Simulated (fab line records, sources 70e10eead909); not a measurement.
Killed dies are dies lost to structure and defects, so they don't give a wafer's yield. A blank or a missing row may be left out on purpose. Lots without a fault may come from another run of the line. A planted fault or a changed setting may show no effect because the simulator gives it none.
Problem report in the 8D (eight disciplines) form, filled by code | flow nand_harc | the parts of the form that need people (team, actions taken, sign-off) are left out

1. THE PROBLEM
killed_at_array at NHARC_END_SORT_01 reads a mean of 120 on 6 wafers of 2 lots; wafers without a fault read 27 with a standard deviation of 11. That is +8.5 standard deviations from the usual mean.
First seen on wafer L484.1, day 24 11:31, on prober-01. The record holds 6 wafers of 2 lots with a number at this step. Rule for "out", or "out of limits": more than 4 standard deviations from the usual mean. The other wafers with a number count as sound.

2. WHAT IT IS AND WHAT IT IS NOT
question                    | is                           | is not
which readings at this step | killed_at_array, killed_dies | killed_at_other, killed_at_periphery, killed_short
which lots                  | L484, L486                   | -
which wafers of those lots  | all that have a number       | -
read on which gauges        | prober-01, prober-02         | -
when                        | from day 24 11:31            | up to then (0 sound wafers)

3. SUSPECTS, AND WHAT RULES EACH OUT
Counting: a tool at a process step up to the reading stays a suspect if it ran every lot that is out and no sound lot after the first of them.
- the gauge at NHARC_END_SORT_01: ruled out. The wafers that are out were read on 2 gauges (prober-01, prober-02).
- wet_bench-02 at NHARC_A_STAIRCASE_PRECLEAN_256 (cleans in SC1): kept. It ran every lot that is out, first L486 (day 16 13:34), and no sound lot after that.
- cmp-02 at NHARC_THIN_TSV_CMP_01 (polishes): kept. It ran every lot that is out, first L486 (day 23 19:29), and no sound lot after that.
- rie_diel-10 at NHARC_THIN_TSV_DESCUM_14 (chemistry O2, time 3 s): kept. It ran every lot that is out, first L486 (day 23 20:50), and no sound lot after that.
- rie_diel-10 at NHARC_THIN_TSV_ETCH_44 (etches the open film in CF4/O2, target depth 1594.2 nm, time 797.1 s): kept. It ran every lot that is out, first L486 (day 23 20:55), and no sound lot after that.
Left after counting: wet_bench-02 at NHARC_A_STAIRCASE_PRECLEAN_256, cmp-02 at NHARC_THIN_TSV_CMP_01, rie_diel-10 at NHARC_THIN_TSV_DESCUM_14, rie_diel-10 at NHARC_THIN_TSV_ETCH_44.

4. THE CAUSE (what the simulator had put in)
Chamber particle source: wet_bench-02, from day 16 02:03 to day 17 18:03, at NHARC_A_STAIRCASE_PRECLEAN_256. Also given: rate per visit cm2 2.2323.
Counting left 4 suspects, and this tool is among them.

5. THE CHAIN OF EFFECTS, in route order
Each row: a reading whose mean over the struck wafers that have a number lies more than 3 standard deviations from the usual. Only readings for which the record gives a usual standard deviation are gone through. hours: the time from each lot's start at the first step in this table that gives one to its start at this step, as a median over the lots. sigmas: the change in usual standard deviations.
hours | step              | reading         | usual | on struck wafers | change | sigmas
0     | NHARC_END_SORT_01 | killed_at_array | 27    | 120              | +93    | +8.5
0     | NHARC_END_SORT_01 | killed_dies     | 31    | 124              | +93    | +7.7

6. WHAT WOULD HAVE CAUGHT IT SOONER
In this record the first reading out of limits at a measuring or inspecting step was taken at day 24 11:31, 201 hours after the fault began at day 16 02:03.
All the lots that are out (2) had begun NHARC_A_STAIRCASE_PRECLEAN_256 on wet_bench-02 by day 24 11:31. A hold on the tool at that time would have spared none of them.
